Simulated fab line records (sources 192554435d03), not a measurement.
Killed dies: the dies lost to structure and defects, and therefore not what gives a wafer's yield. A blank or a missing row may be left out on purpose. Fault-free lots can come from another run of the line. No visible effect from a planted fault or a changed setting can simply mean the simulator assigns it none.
fab line records	flow n5Finfet
record lots=8	wafers=24	lastDay=18
route steps=1938 shown DUMMY_GATE@236 SPACER0@261 SD_EPI_N@272 SD_EPI_P@329 BEOL_M4@1111 PASSIVATION@1936
lots that met no fault: taken from a fault-free run of the same line
startH: start of the lot's first displayed wafer, in hours after the record's first day	waitH: how many hours have passed since the lot's step before this one	" identical to the entry in the row above	L1.1+2: a single row standing in for several wafers	- no value, or no start given	* or withheld: withheld	< > ~ a bound
route shown NAME@n: NAME is a module with steps in the file, n the number in the route of the first one	usual: the fault-free wafers' mean and standard deviation	same: alike in all rows	chamber/n: place in a boat	sites: each site's reading	_std_site: standard deviation across them	_edge_site: the outer-site mean with the inner-site mean subtracted	radiusMm: how far each site lies from the wafer's centre	mask NAME#n: copy n	behind: the last tool/chamber to shape the wafer	hold: what put the lot on hold/how long, in hours/how the hold closed	device: the transistor (n, p or np) that didn't switch	end of line: tests run on the same wafers once the route is complete	step lacking rows: just its recipe	killed: count of dies lost to structure and defects at first sort (not the wafer's yield)	map: a wafer's dies, x killed, . not, _ none there
set.NAME: setting as actually run; set.NAME@STEP: the setting as run at that earlier step	model.NAME: the simulator's own value behind a step, which no gauge read
one table for each step of the route and one row for each wafer, over a sample of lots
services: the hour from which a tool's chamber was out of use, counted from the record's first day as startH (under 0 if before that day), plus the number of hours and why
## steps
# step N5_DUMMY_GATE_ETCH_36
# recipe chemistry=CF4	target=SiARC	targetDepthA=130	pressureMtorr=40	sourceW=545	biasW=36	Ar_flow_sccm=100	cf4FlowSccm=100	ionEnergyEv=80
# usual drypumpMotorCurrentA=5.6/0.41	mfcArSccm=100.0/0.32	oesProductAu=0.79/0.089	rfVppV=184.0/1.2	showerheadPlenumPTorr=2.13/0.072	throttleValvePct=15.57/0.25
lot.wafer	tool	chamber	startH	waitH	drypumpMotorCurrentA	mfcArSccm	oesProductAu	rfHoursCounterH	rfVppV	showerheadPlenumPTorr	throttleValvePct
L995.1	rieDiel-05	3	66.01	0.0	5.4	100.3	0.87	44	185.2	2.17	15.53
L995.2	"	1	"	"	5.5	99.7	0.76	131	184.0	2.05	15.32
L995.3	"	2	"	"	5.8	99.8	0.78	103	185.4	2.16	15.66
L997.1	rieDiel-05	2	77.49	0.0	5.8	100.3	0.77	108	184.2	2.15	15.68
L997.3	"	3	"	"	5.4	99.4	0.87	49	184.6	2.16	15.54
L997.5	"	2	"	"	5.7	100.3	0.78	-	184.7	2.15	15.68
L101.1	rieDiel-03	2	99.76	0.0	6.0	99.8	0.72	189	182.3	2.05	15.58
L101.4	"	3	"	"	5.9	99.9	0.68	249	184.3	2.20	15.88
L101.5	"	1	"	"	4.9	100.5	0.70	-	183.9	2.20	15.86
L111.2	rieDiel-03	2	161.49	0.0	6.0	99.7	0.70	211	183.6	2.04	15.62
L111.5	"	2	"	"	6.0	100.3	0.70	-	182.8	2.04	15.64
L111.6	"	0	"	"	5.8	100.0	0.72	-	184.2	2.22	16.01
L112.2	rieDiel-05	3	166.00	0.0	5.4	100.5	0.84	75	183.8	2.15	15.60
L112.3	"	0	"	"	6.0	99.8	0.92	23	184.8	2.10	15.11
L112.4	"	2	"	"	5.8	99.9	0.75	136	184.3	2.15	15.74
L113.3	rieDiel-04	1	178.10	0.0	5.0	99.6	0.67	234	183.4	2.10	15.73
L113.5	"	0	"	"	6.3	99.7	0.87	-	185.0	2.08	15.66
L113.6	"	1	"	"	5.0	100.1	0.67	-	185.0	2.10	15.75
L114.3	rieDiel-04	1	179.32	0.0	5.0	99.8	0.67	234	183.3	2.10	15.74
L114.4	"	2	"	"	5.0	99.5	0.76	175	184.8	2.05	15.59
L114.5	"	2	"	"	5.0	99.9	0.75	-	185.2	2.04	15.58
L115.2	rieDiel-04	0	187.80	0.0	6.3	99.4	0.86	49	184.0	2.08	15.67
L115.4	"	1	"	"	5.0	99.9	0.67	237	183.0	2.10	15.74
L115.5	"	2	"	"	5.0	100.3	0.75	-	184.5	2.04	15.59
# step N5_DUMMY_GATE_TRIM_49
# recipe chemistry=O2	resist=SOC	timeS=29	targetCdNm=14	sourcePowerW=300	biasPowerW=0	O2_flow_sccm=100	tempC=20
# usual drypumpMotorCurrentA=5.7/0.47	oesProductAu=1.004/0.018	throttleValvePct=8.14/0.14
lot.wafer	tool	chamber	startH	waitH	drypumpMotorCurrentA	oesProductAu	rfHoursCounterH	throttleValvePct
L995.1	rieSi-06	0	66.13	0.0	5.9	0.994	159	8.48
L995.2	"	1	"	"	5.1	1.031	64	8.04
L995.3	"	2	"	"	6.2	0.972	4	8.24
L997.1	rieSi-01	1	77.61	0.0	5.0	0.986	6	7.91
L997.3	"	2	"	"	5.5	1.002	3	8.18
L997.5	"	3	"	"	5.9	1.007	-	7.99
L101.1	rieSi-06	0	99.88	0.0	5.9	0.986	160	8.48
L101.4	"	0	"	"	5.9	0.992	-	8.48
L101.5	"	3	"	"	6.7	1.001	-	8.15
L111.2	rieSi-06	1	161.61	0.0	5.1	1.041	65	8.03
L111.5	"	0	"	"	5.9	1.001	-	8.47
L111.6	"	1	"	"	5.1	1.040	-	8.05
L112.2	rieSi-06	2	166.12	0.0	6.3	0.970	6	8.28
L112.3	"	3	"	"	6.7	0.991	29	8.14
L112.4	"	1	"	"	5.1	1.016	-	8.04
L113.3	rieSi-06	3	178.23	0.0	6.7	0.996	29	8.14
L113.5	"	3	"	"	6.7	0.992	-	8.15
L113.6	"	0	"	"	5.9	0.994	-	8.49
L114.3	rieSi-03	0	179.44	0.0	5.6	1.030	152	8.26
L114.4	"	3	"	"	5.7	0.998	98	8.13
L114.5	"	1	"	"	5.1	1.014	-	8.10
L115.2	rieSi-03	2	187.92	0.0	5.6	0.992	135	8.07
L115.4	"	1	"	"	5.1	1.016	138	8.09
L115.5	"	2	"	"	5.7	0.992	-	8.07
# step N5_DUMMY_GATE_ETCH_32
# recipe chemistry=CF4	target=SiO2	targetDepthA=35	timeS=3.9	ionEnergyEv=350	pressureMtorr=10	icpW=800	biasW=400	cf4FlowSccm=80
# usual drypumpMotorCurrentA=5.6/0.46	oesProductAu=1.009/0.021	throttleValvePct=21.8/0.31
lot.wafer	tool	chamber	startH	waitH	drypumpMotorCurrentA	oesProductAu	rfHoursCounterH	throttleValvePct
L995.1	rieSi-03	1	66.57	0.1	5.2	1.028	136	21.4
L995.2	"	0	"	"	5.6	1.058	151	21.8
L995.3	"	3	"	"	5.7	0.984	96	21.8
L997.1	rieSi-03	3	78.06	0.1	5.7	0.991	96	21.8
L997.3	"	0	"	"	5.6	1.042	151	21.8
L997.5	"	1	"	"	5.1	1.023	-	21.4
L101.1	rieSi-03	2	100.34	0.1	5.6	1.003	133	21.4
L101.4	"	1	"	"	5.1	1.022	137	21.5
L101.5	"	2	"	"	5.6	0.998	-	21.4
L111.2	rieSi-03	2	162.18	0.1	5.6	1.014	135	21.4
L111.5	"	2	"	"	5.6	1.016	-	21.4
L111.6	"	1	"	"	5.1	1.029	-	21.4
L112.2	rieSi-03	3	166.64	0.1	5.7	0.998	98	21.8
L112.3	"	2	"	"	5.6	1.007	135	21.4
L112.4	"	0	"	"	5.6	1.041	152	21.8
L113.3	rieSi-01	3	178.67	0.1	5.9	0.995	22	21.4
L113.5	"	1	"	"	5.0	1.001	-	21.5
L113.6	"	2	"	"	5.5	0.992	-	22.0
L114.3	rieSi-06	3	179.88	0.1	6.7	0.999	29	21.7
L114.4	"	0	"	"	5.9	1.005	161	22.3
L114.5	"	3	"	"	6.7	1.006	-	21.7
L115.2	rieSi-06	0	188.36	0.1	5.9	1.018	161	22.3
L115.4	"	2	"	"	6.2	0.985	6	22.2
L115.5	"	0	"	"	5.9	1.010	-	22.3
# step N5_DUMMY_GATE_ETCH_44
# recipe chemistry=HBr/O2	overEtchFrac=0.7	targetDepthA=1275	stopOn=SiO2	ionEnergyEv=60	biasW=20	target=poly-Si	maskMaterial=SiO2	pressureMtorr=20	icpW=400	HBr_flow_sccm=120	O2_flow_sccm=10
# usual drypumpMotorCurrentA=5.7/0.46	oesProductAu=0.729/0.013	throttleValvePct=18.48/0.26
lot.wafer	tool	chamber	startH	waitH	drypumpMotorCurrentA	oesProductAu	rfHoursCounterH	throttleValvePct
L995.1	rieSi-03	1	66.66	0.0	5.1	0.717	136	18.16
L995.2	"	0	"	"	5.6	0.749	151	18.64
L995.3	"	3	"	"	5.7	0.721	96	18.44
L997.1	rieSi-03	3	78.14	0.0	5.7	0.712	96	18.43
L997.3	"	0	"	"	5.6	0.738	151	18.64
L997.5	"	1	"	"	5.1	0.739	-	18.18
L101.1	rieSi-03	2	100.43	0.0	5.6	0.743	133	18.23
L101.4	"	1	"	"	5.1	0.740	137	18.18
L101.5	"	2	"	"	5.6	0.738	-	18.24
L111.2	rieSi-03	2	162.27	0.0	5.6	0.733	135	18.23
L111.5	"	2	"	"	5.6	0.738	-	18.23
L111.6	"	1	"	"	5.1	0.719	-	18.16
L112.2	rieSi-03	3	166.73	0.0	5.7	0.714	98	18.42
L112.3	"	2	"	"	5.7	0.736	135	18.24
L112.4	"	0	"	"	5.6	0.740	152	18.65
L113.3	rieSi-01	3	178.76	0.0	5.9	0.736	22	18.29
L113.5	"	1	"	"	5.0	0.740	-	18.06
L113.6	"	2	"	"	5.5	0.724	-	18.76
L114.3	rieSi-06	3	179.97	0.0	6.7	0.731	29	18.48
L114.4	"	0	"	"	5.9	0.723	161	18.92
L114.5	"	3	"	"	6.7	0.719	-	18.48
L115.2	rieSi-06	0	188.45	0.0	5.9	0.715	161	18.94
L115.4	"	2	"	"	6.3	0.719	6	18.72
L115.5	"	0	"	"	5.8	0.725	-	18.95
# step N5_DUMMY_GATE_INSPECT_27
# recipe inspectInstrument=brightfield	mode=aei
# usual rawDefectCount=299/89
lot.wafer	tool	chamber	startH	waitH	rawDefectCount
L995.1	defectInspect-02	-	67.05	0.0	145
L995.2	"	-	"	"	227
L995.3	"	-	"	"	147
L997.1	defectInspect-01	-	78.54	0.0	394
L997.3	"	-	"	"	204
L997.5	"	-	"	"	270
L101.1	defectInspect-02	-	100.82	0.0	308
L101.4	"	-	"	"	316
L101.5	"	-	"	"	204
L111.2	defectInspect-02	-	162.75	0.0	875
L111.5	"	-	"	"	858
L111.6	"	-	"	"	845
L112.2	defectInspect-02	-	167.13	0.0	1022
L112.3	"	-	"	"	873
L112.4	"	-	"	"	979
L113.3	defectInspect-01	-	179.16	0.0	390
L113.5	"	-	"	"	431
L113.6	"	-	"	"	527
L114.3	defectInspect-01	-	180.37	0.0	346
L114.4	"	-	"	"	396
L114.5	"	-	"	"	393
L115.2	defectInspect-02	-	188.85	0.0	178
L115.4	"	-	"	"	285
L115.5	"	-	"	"	212
# step N5_SPACER0_INSPECT_04
# recipe inspectInstrument=darkfield	mode=postDep
# usual rawDefectCount=140/32
lot.wafer	tool	chamber	startH	waitH	rawDefectCount
L995.1	defectInspect-02	-	67.66	0.1	136
L995.2	"	-	"	"	113
L995.3	"	-	"	"	83
L997.1	defectInspect-01	-	79.15	0.1	176
L997.3	"	-	"	"	122
L997.5	"	-	"	"	118
L101.1	defectInspect-02	-	102.27	0.1	133
L101.4	"	-	"	"	131
L101.5	"	-	"	"	114
L111.2	defectInspect-02	-	163.35	0.1	788
L111.5	"	-	"	"	790
L111.6	"	-	"	"	798
L112.2	defectInspect-01	-	167.73	0.1	869
L112.3	"	-	"	"	791
L112.4	"	-	"	"	883
L113.3	defectInspect-02	-	179.87	0.1	139
L113.5	"	-	"	"	151
L113.6	"	-	"	"	174
L114.3	defectInspect-01	-	181.25	0.1	142
L114.4	"	-	"	"	144
L114.5	"	-	"	"	159
L115.2	defectInspect-02	-	190.10	0.1	83
L115.4	"	-	"	"	129
L115.5	"	-	"	"	95
# step N5_SD_EPI_N_INSPECT_11
# recipe mode=adi	inspectInstrument=macro
# usual rawDefectCount=1.9/1.3
lot.wafer	tool	chamber	startH	waitH	rawDefectCount
L995.1	defectInspect-01	-	68.11	0.0	1
L995.2	"	-	"	"	1
L995.3	"	-	"	"	2
L997.1	defectInspect-01	-	79.60	0.0	1
L997.3	"	-	"	"	3
L997.5	"	-	"	"	4
L101.1	defectInspect-02	-	102.74	0.0	2
L101.4	"	-	"	"	0
L101.5	"	-	"	"	4
L111.2	defectInspect-01	-	163.81	0.0	>300
L111.5	"	-	"	"	>300
L111.6	"	-	"	"	>300
L112.2	defectInspect-02	-	168.19	0.0	>300
L112.3	"	-	"	"	>300
L112.4	"	-	"	"	>300
L113.3	defectInspect-01	-	180.32	0.0	2
L113.5	"	-	"	"	0
L113.6	"	-	"	"	1
L114.3	defectInspect-01	-	181.70	0.0	2
L114.4	"	-	"	"	1
L114.5	"	-	"	"	1
L115.2	defectInspect-02	-	190.55	0.0	1
L115.4	"	-	"	"	2
L115.5	"	-	"	"	4
# step N5_SD_EPI_P_INSPECT_26
# recipe inspectInstrument=darkfield	mode=postEpi
# usual rawDefectCount=183/38
lot.wafer	tool	chamber	startH	waitH	rawDefectCount
L995.1	defectInspect-02	-	76.67	0.0	148
L995.2	"	-	"	"	182
L995.3	"	-	"	"	117
L997.1	defectInspect-01	-	87.90	0.0	222
L997.3	"	-	"	"	227
L997.5	"	-	"	"	237
L101.1	defectInspect-01	-	111.30	0.0	204
L101.4	"	-	"	"	205
L101.5	"	-	"	"	183
L111.2	defectInspect-02	-	172.74	0.0	839
L111.5	"	-	"	"	855
L111.6	"	-	"	"	797
L112.2	defectInspect-02	-	176.41	0.0	900
L112.3	"	-	"	"	799
L112.4	"	-	"	"	842
L113.3	defectInspect-02	-	189.29	0.0	157
L113.5	"	-	"	"	189
L113.6	"	-	"	"	198
L114.3	defectInspect-01	-	191.34	0.0	190
L114.4	"	-	"	"	204
L114.5	"	-	"	"	222
L115.2	defectInspect-01	-	200.26	0.0	201
L115.4	"	-	"	"	240
L115.5	"	-	"	"	144
# step N5_BEOL_M4_RC_MEAS_101
# usual DIBL_N=36.9/1.7	DIBL_P=37.3/2.3	IOFF_N=0.16/0.033	IOFF_P=0.22/0.04	ION_N=673/12	ION_P=463/8	SS_N=71.6/0.58	SS_P=73.4/0.74	VT_N=250/3.2	VT_P=-250/3.4
lot.wafer	tool	chamber	startH	waitH	DIBL_N[mV/V]	DIBL_P[mV/V]	IOFF_N[nA/um]	IOFF_P[nA/um]	ION_N[uA/um]	ION_P[uA/um]	SS_N[mV/dec]	SS_P[mV/dec]	VT_N[mV]	VT_P[mV]
L995.1	prober-02	0	186.13	0.0	37.3	38.3	0.18	0.23	676	460	72.1	73.7	249	-249
L995.2	"	0	"	"	36.1	37.8	0.16	0.22	668	464	71.6	72.9	252	-250
L995.3	"	0	"	"	36.7	38.3	0.18	0.24	684	475	72.0	72.8	247	-249
L997.1	prober-01	0	199.07	0.0	36.9	36.3	0.17	0.20	665	451	71.1	73.1	251	-252
L997.3	"	0	"	"	34.3	33.5	0.14	0.17	684	461	70.8	73.1	250	-257
L997.5	"	0	"	"	35.0	33.1	0.13	0.16	660	446	71.4	72.3	253	-257
L101.1	prober-01	0	222.10	0.0	38.8	40.5	0.21	0.24	681	464	71.4	74.4	245	-252
L101.4	"	0	"	"	40.4	43.5	0.25	0.30	695	458	72.5	75.2	245	-245
L101.5	"	0	"	"	39.5	43.2	0.25	0.30	703	476	71.6	75.5	241	-247
L111.2	prober-01	0	290.96	0.2	37.6	36.4	0.15	0.21	677	470	71.0	72.8	250	-252
L111.5	"	0	"	"	38.5	37.8	0.17	0.23	697	476	71.4	73.7	248	-249
L111.6	"	0	"	"	38.1	37.8	0.17	0.23	670	462	71.7	72.7	251	-250
L112.2	prober-02	0	304.66	0.2	37.1	37.2	0.18	0.22	677	461	71.6	74.7	246	-251
L112.3	"	0	"	"	34.8	35.2	0.14	0.18	677	458	70.7	72.4	252	-254
L112.4	"	0	"	"	32.6	31.7	0.10	0.15	650	449	69.9	72.3	257	-259
L114.3	prober-02	0	307.75	0.3	38.6	39.3	0.18	0.24	673	459	71.7	73.9	252	-252
L114.4	"	0	"	"	39.3	39.4	0.18	0.23	669	459	72.6	74.4	251	-253
L114.5	"	0	"	"	37.7	38.0	0.14	0.21	661	453	72.0	73.8	255	-255
L113.3	prober-01	0	308.31	0.3	34.2	36.0	0.12	0.19	669	467	71.6	72.4	256	-254
L113.5	"	0	"	"	39.0	41.1	0.20	0.27	677	465	72.0	73.9	246	-248
L113.6	"	0	"	"	36.4	37.0	0.14	0.21	667	464	71.3	73.9	254	-248
L115.2	prober-02	0	311.07	0.2	36.1	35.9	0.13	0.19	649	447	71.3	72.5	254	-250
L115.4	"	0	"	"	38.0	37.9	0.15	0.22	676	464	71.4	73.6	252	-249
L115.5	"	0	"	"	37.1	36.7	0.14	0.20	662	456	70.7	73.4	252	-253
# step N5_PASSIVATION_PROBE_49
# usual defectLimitedYield=91.2/1.3	killed_at_M0_to_M3=34/10	killed_at_M4_up=13/4.6	killedAtContacts=13/5.5	killedAtFrontEnd=41/12	killedAtOther=2.8/2.4	killedDies=104/16	killedOnRim=14/4.2	killedOpen=67/12	killedShort=33/7.2	sort_bin_4_leakage=0.00/0.012	sort_bin_5_function=5.1/0.86	sort_bin_6_memory=3.3/0.62	sortNPass=1076/16	sortYieldPct=91.2/1.3
# same grossDies=1180	killedAtBackSide=0	sort_bin_8_speed[%]=0
lot.wafer	tool	chamber	startH	waitH	defectLimitedYield[%]	killed_at_M0_to_M3	killed_at_M4_up	killedAtContacts	killedAtFrontEnd	killedAtOther	killedDies	killedOnRim	killedOpen	killedShort	sort_bin_4_leakage[%]	sort_bin_5_function[%]	sort_bin_6_memory[%]	sortNPass	sortYieldPct[%]
L111.2	prober-01	-	390.48	0.1	84.4	27	11	8	138	0	184	36	44	32	0	9.6	2.7	996	84.4
L111.5	prober-01	-	390.63	0.2	82.5	31	4	10	161	1	207	31	66	31	0	11.4	3.3	973	82.5
L111.6	prober-01	-	390.68	0.3	80.9	36	15	7	164	3	225	13	61	21	0	11.5	4.8	955	80.9
L112.2	prober-01	-	407.35	0.1	81.2	33	13	18	156	2	222	13	55	31	0	11.4	4.3	958	81.2
L112.3	prober-01	-	407.40	0.1	87.5	21	3	12	111	0	147	24	40	9	0	7.2	2.5	1033	87.5
L112.4	prober-01	-	407.45	0.2	88.7	26	10	12	84	1	133	28	54	19	0	7.1	3.0	1047	88.7
# killed by level:class
L111.2 DUMMY_GATE:unspecified=97 BEOL_M0_SAQP:geometricParticle:short=11 STI_FIN_REVEAL:geometricParticle:open=10 HKMG_FIN:areaEtch=8 FIN_SAQP:geometricParticle:short=6 FIN_SAQP:geometricParticle:open=6 MOL_CONTACT_COAG:geometricParticle:open=6 BEOL_M1:geometricParticle:open=5
L111.5 DUMMY_GATE:unspecified=101 FIN_SAQP:geometricParticle:open=12 STI_FIN_REVEAL:geometricParticle:open=12 FIN_SAQP:geometricParticle:short=9 BEOL_M0_SAQP:geometricParticle:open=8 BEOL_M1:geometricParticle:open=7 DUMMY_GATE:geometricParticle:open=7 BEOL_M2:geometricParticle:open=6
L111.6 DUMMY_GATE:unspecified=140 BEOL_M0_SAQP:geometricParticle:open=9 STI_FIN_REVEAL:geometricParticle:open=7 BEOL_M0:geometricParticle:open=7 GATE_CUT:geometricParticle:short=6 MOL_CONTACT_COAG:geometricParticle:open=6 BEOL_M0_SAQP:geometricParticle:short=5 BEOL_M4:geometricParticle:open=5
L112.2 DUMMY_GATE:unspecified=130 MOL_CONTACT_COAG:geometricParticle:open=12 BEOL_M0_SAQP:geometricParticle:short=10 BEOL_M2:geometricParticle:open=7 STI_FIN_REVEAL:geometricParticle:open=6 MOL_CONTACT_COAG:geometricParticle:short=6 BEOL_M0_SAQP:geometricParticle:open=5 FIN_SAQP:geometricParticle:open=4
L112.3 DUMMY_GATE:unspecified=95 BEOL_M3:geometricParticle:open=10 MOL_CONTACT_COAG:geometricParticle:open=8 STI_FIN_REVEAL:geometricParticle:open=4 MOL_CONTACT_COAG:geometricParticle:short=4 DUMMY_GATE:geometricParticle:open=3 BEOL_M0_SAQP:geometricParticle:open=3 BEOL_M2:geometricParticle:open=3
L112.4 DUMMY_GATE:unspecified=55 MOL_CONTACT_COAG:geometricParticle:open=10 BEOL_M1:geometricParticle:open=9 BEOL_M3:geometricParticle:open=5 FIN_SAQP:geometricParticle:open=4 FIN_SAQP:geometricParticle:short=3 STI_FIN_REVEAL:geometricParticle:short=3 STI_FIN_REVEAL:geometricParticle:open=3
## services
tool	chamber	startH	hours	kind
rieDiel-04	3	43.35	-	clean
rieDiel-04	3	43.35	-	consumableReplace:focusRing
rieDiel-04	3	43.35	-	consumableReplace:showerhead
rieDiel-04	3	43.35	18.9	scheduledDown
rieDiel-04	3	43.35	18.9	ventCycle
rieSi-03	3	44.03	19.7	repair
rieSi-06	3	64.60	4.5	repair
rieDiel-05	0	69.06	-	clean
rieDiel-05	0	69.06	-	consumableReplace:focusRing
rieDiel-05	0	69.06	19.3	scheduledDown
rieDiel-05	0	69.06	19.3	ventCycle
rieDiel-03	3	74.51	6.5	repair
rieSi-03	1	79.77	13.3	repair
rieDiel-03	0	83.65	4.6	repair
rieSi-06	3	88.69	5.7	repair
rieSi-06	1	95.52	14.7	repair
rieDiel-03	3	104.46	-	clean
rieDiel-03	3	104.46	-	consumableReplace:focusRing
rieDiel-03	3	104.46	15.2	scheduledDown
rieSi-06	-	109.57	2.8	pm
rieSi-01	1	116.47	6.3	repair
rieSi-03	-	135.97	2.8	pm
rieDiel-03	2	161.67	4.7	repair
rieSi-06	0	162.84	8.7	repair
## key
firstSign step=N5_DUMMY_GATE_INSPECT_27	reading=rawDefectCount	direction=up	sigmas=6.8	usual=299	struck=909
effect step=N5_SPACER0_INSPECT_04	reading=rawDefectCount	direction=up	sigmas=21	usual=140	struck=820
effect step=N5_SD_EPI_N_INSPECT_11	reading=rawDefectCount	direction=up	sigmas=99+	usual=1.9	struck=>300
effect step=N5_SD_EPI_P_INSPECT_26	reading=rawDefectCount	direction=up	sigmas=17	usual=183	struck=839
effect step=N5_PASSIVATION_PROBE_49	reading=killedAtFrontEnd	direction=up	sigmas=8.2	usual=41	struck=136
moreKillsBornAt N5_DUMMY_GATE_ETCH_32@rieSi-03=618
metAt N5_DUMMY_GATE_ETCH_32
struckLots L111,L112
notActingAt N5_DUMMY_GATE_ETCH_36,N5_DUMMY_GATE_TRIM_49,N5_DUMMY_GATE_ETCH_44
onsetBetween 100.34 162.18
fault kind=chamberParticleSource	tool=rieSi-03	chamber=-	onsetH=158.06	steps=N5_DUMMY_GATE_ETCH_32	ratePerVisitCm2=1.0788	endH=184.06
